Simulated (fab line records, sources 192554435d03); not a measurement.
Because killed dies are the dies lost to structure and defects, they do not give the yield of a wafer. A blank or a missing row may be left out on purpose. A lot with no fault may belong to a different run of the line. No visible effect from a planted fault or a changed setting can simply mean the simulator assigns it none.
Chamber matching || flow n5_finfet || N5_SDB_CMP_30 on cmp-02 has 4 sister chambers
The step polishes, stops on poly-Si, t overpolish 1.54 s, target thk 30 nm. 18 wafers are shown with their chamber, then 9 later ones without.

## WAFERS PAIRED WITH THEIR CHAMBERS
{"wafer": "L075.3", "chamber": 1, "motor_current_A (A)": 12.1, "overpolish_run_s (s)": 1.545, "time_to_endpoint_s (s)": 13.9}
{"wafer": "L075.5", "chamber": 3, "motor_current_A (A)": 13.8, "overpolish_run_s (s)": 1.538, "time_to_endpoint_s (s)": 18.1}
{"wafer": "L075.6", "chamber": 0, "motor_current_A (A)": 13.0, "overpolish_run_s (s)": 1.544, "time_to_endpoint_s (s)": 14.1}
{"wafer": "L076.2", "chamber": 2, "motor_current_A (A)": 10.0, "overpolish_run_s (s)": 1.548, "time_to_endpoint_s (s)": 18.8}
{"wafer": "L076.4", "chamber": 3, "motor_current_A (A)": 13.1, "overpolish_run_s (s)": 1.543, "time_to_endpoint_s (s)": 16.8}
{"wafer": "L076.5", "chamber": 0, "motor_current_A (A)": 13.7, "overpolish_run_s (s)": 1.549, "time_to_endpoint_s (s)": 18.8}
{"wafer": "L078.1", "chamber": 0, "motor_current_A (A)": 12.2, "overpolish_run_s (s)": 1.544, "time_to_endpoint_s (s)": 17.2}
{"wafer": "L078.3", "chamber": 3, "motor_current_A (A)": 13.2, "overpolish_run_s (s)": 1.529, "time_to_endpoint_s (s)": 19.3}
{"wafer": "L078.5", "chamber": 1, "motor_current_A (A)": 11.4, "overpolish_run_s (s)": 1.539, "time_to_endpoint_s (s)": 19.6}
{"wafer": "L080.1", "chamber": 0, "motor_current_A (A)": 12.0, "overpolish_run_s (s)": 1.541, "time_to_endpoint_s (s)": 15.3}
{"wafer": "L080.3", "chamber": 3, "motor_current_A (A)": 14.0, "overpolish_run_s (s)": 1.532, "time_to_endpoint_s (s)": 15.4}
{"wafer": "L080.4", "chamber": 2, "motor_current_A (A)": 10.6, "overpolish_run_s (s)": 1.535, "time_to_endpoint_s (s)": 17.2}
{"wafer": "L082.1", "chamber": 1, "motor_current_A (A)": 12.7, "overpolish_run_s (s)": 1.547, "time_to_endpoint_s (s)": 17.1}
{"wafer": "L082.3", "chamber": 3, "motor_current_A (A)": 14.2, "overpolish_run_s (s)": 1.548, "time_to_endpoint_s (s)": 18.9}
{"wafer": "L082.4", "chamber": 0, "motor_current_A (A)": 12.5, "overpolish_run_s (s)": 1.542, "time_to_endpoint_s (s)": 17.5}
{"wafer": "L083.1", "chamber": 3, "motor_current_A (A)": 13.6, "overpolish_run_s (s)": 1.538, "time_to_endpoint_s (s)": 19.3}
{"wafer": "L083.3", "chamber": 0, "motor_current_A (A)": 12.3, "overpolish_run_s (s)": 1.533, "time_to_endpoint_s (s)": 19.8}
{"wafer": "L083.6", "chamber": 0, "motor_current_A (A)": 12.5, "overpolish_run_s (s)": 1.529, "time_to_endpoint_s (s)": 19.4}

SIGNATURES (means of the wafers above)
{"reading": "motor_current_A", "chamber 0": 12.600, "chamber 1": 12.067, "chamber 2": 10.300, "chamber 3": 13.650, "scatter within a chamber": 0.533}
{"reading": "overpolish_run_s", "chamber 0": 1.54029, "chamber 1": 1.54367, "chamber 2": 1.54150, "chamber 3": 1.53800, "scatter within a chamber": 0.00681}
{"reading": "time_to_endpoint_s", "chamber 0": 17.443, "chamber 1": 16.867, "chamber 2": 18.000, "chamber 3": 17.967, "scatter within a chamber": 2.02}
Rule: for a wafer and a chamber, the distance is found by dividing, reading by reading, the gap between the wafer's reading and the chamber's mean by the reading's scatter, squaring, summing and taking the root. The wafer belongs to the nearest chamber; if the next one is less than 2 further off, it can't be placed. The scatter is the square root of a quotient: the sum, over the shown wafers, of each reading's squared deviation from its chamber's mean, divided by wafers minus chambers.

## WAFERS WITHOUT THEIR CHAMBER
{"wafer": "L084.1", "motor_current_A (A)": 12.5, "overpolish_run_s (s)": 1.537, "time_to_endpoint_s (s)": 21.3}
{"wafer": "L084.3", "motor_current_A (A)": 13.7, "overpolish_run_s (s)": 1.532, "time_to_endpoint_s (s)": 18.3}
{"wafer": "L084.4", "motor_current_A (A)": 10.7, "overpolish_run_s (s)": 1.536, "time_to_endpoint_s (s)": 16.9}
{"wafer": "L093.1", "motor_current_A (A)": 10.7, "overpolish_run_s (s)": 1.524, "time_to_endpoint_s (s)": 17.1}
{"wafer": "L093.3", "motor_current_A (A)": 13.2, "overpolish_run_s (s)": 1.527, "time_to_endpoint_s (s)": 18.3}
{"wafer": "L093.6", "motor_current_A (A)": 12.6, "overpolish_run_s (s)": 1.518, "time_to_endpoint_s (s)": 17.1}
{"wafer": "L097.2", "motor_current_A (A)": 12.8, "overpolish_run_s (s)": 1.526, "time_to_endpoint_s (s)": 14.9}
{"wafer": "L097.5", "motor_current_A (A)": 13.4, "overpolish_run_s (s)": 1.535, "time_to_endpoint_s (s)": 17.4}
{"wafer": "L097.6", "motor_current_A (A)": 13.0, "overpolish_run_s (s)": 1.550, "time_to_endpoint_s (s)": 14.3}

## CHAMBER TAKEN BY EACH
{"wafer": "L084.1", "from the rows above": "can't be placed: 0 or 1 or 3", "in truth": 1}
{"wafer": "L084.3", "from the rows above": "can't be placed: 3 or 0", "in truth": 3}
{"wafer": "L084.4", "from the rows above": "can't be placed: 2 or 1", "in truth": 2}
{"wafer": "L093.1", "from the rows above": "can't be placed: 2 or 1 or 0", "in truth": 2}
{"wafer": "L093.3", "from the rows above": "can't be placed: 3 or 0 or 1", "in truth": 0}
{"wafer": "L093.6", "from the rows above": "can't be placed: 0 or 3 or 1", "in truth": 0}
{"wafer": "L097.2", "from the rows above": "can't be placed: 0 or 3 or 1", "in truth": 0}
{"wafer": "L097.5", "from the rows above": "can't be placed: 3 or 0", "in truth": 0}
{"wafer": "L097.6", "from the rows above": "can't be placed: 0 or 1 or 3", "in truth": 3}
Correctly placed: 0 of 9. Can't be placed from these rows: 9 (the true chamber is among the candidates in 9). 0 placed wrongly.
